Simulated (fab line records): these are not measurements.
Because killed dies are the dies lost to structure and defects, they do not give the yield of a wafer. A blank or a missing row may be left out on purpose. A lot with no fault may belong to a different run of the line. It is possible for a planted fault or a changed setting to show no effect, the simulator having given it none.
Comparing a struck lot with a sound one	flow nand-harc	13 steps out of a route of 1159
Sound: wafers L608.2, L608.3, L608.6. Wafers struck: L612.1, L612.3, L612.6. The cause comes at the end.
At each step with rows: each side's tool, then ch and its chambers, then its first start. Under that, the readings that differ: sound wafers	struck wafers	difference of the means	sigmas: that difference in standard deviations of wafers without a fault.
alike: readings whose means differ by less than 2 such deviations, and words and numbers that are the same on both sides. not compared: withheld readings, readings that some wafer has no value for, bounds like >300 that may hide the same value, and numbers for which the record gives no deviation and whose values overlap.
A row with sigmas, a row that says differs or no value, or rows on one side alone: a step with any of these is where the two part. Numbers that don't overlap but have no deviation are shown without sigmas and don't part them. A reading that every wafer of one side lacks parts them only if that side has two wafers or more.

NHARC_P_M1_INSPECT_27:
  sound on defect-inspect-02, day 6 19:13; struck on defect-inspect-01, day 8 01:19
  alike: raw-defect-count
NHARC_P_M1_PRE_CLEAN_32: time 12 s.
  sound on pecvd-02 ch 0,2, day 6 19:17; struck on pecvd-03 ch 1,2, day 8 01:24
reading	sound	struck	difference	sigmas
heater-power-w (W)	789 694 762	613 621 578	-144	-3
NHARC_P_M1_DEP_33: deposits SiCN, target thk 30 nm.
  sound on pecvd-02 ch 0,2, day 6 19:22; struck on pecvd-03 ch 1,2, day 8 01:34
  alike: heater-power-w
then, 8 steps without rows for these wafers: NHARC_P_M2_DEP_00 (deposits SiOC, target thk 182.5 nm); NHARC_P_M2_DEHYDRATE_01 (time 120 s); NHARC_P_M2_HMDS_02 (time 30 s); NHARC_P_M2_COAT_34 (time 65 s); NHARC_P_M2_COAT_03 (resist thk 90 nm); NHARC_P_M2_SOFTBAKE_04 (time 55 s); NHARC_P_M2_EBR_05; NHARC_P_M2_EXPOSE_06 (exposes mask P M2, target cd 170 nm).
NHARC_P_M2_PEB_07: peb time 65 s.
  struck on litho-track-01, day 8 03:01; sound on litho-track-06 ch 0, day 6 20:24
  no value came back on the struck wafers for chill-plate-temp-C (C), exhaust-pa (Pa); on the sound wafers chill-plate-temp-C (C) reads 23.13 23.08 23.15
then, 1 step without rows for these wafers: NHARC_P_M2_DEVELOP_08 (develop time 35 s).

WHERE THEY PART
Last at NHARC_P_M2_PEB_07 as far as this record goes, first at NHARC_P_M1_PRE_CLEAN_32.

WHY: whatever the simulator had introduced
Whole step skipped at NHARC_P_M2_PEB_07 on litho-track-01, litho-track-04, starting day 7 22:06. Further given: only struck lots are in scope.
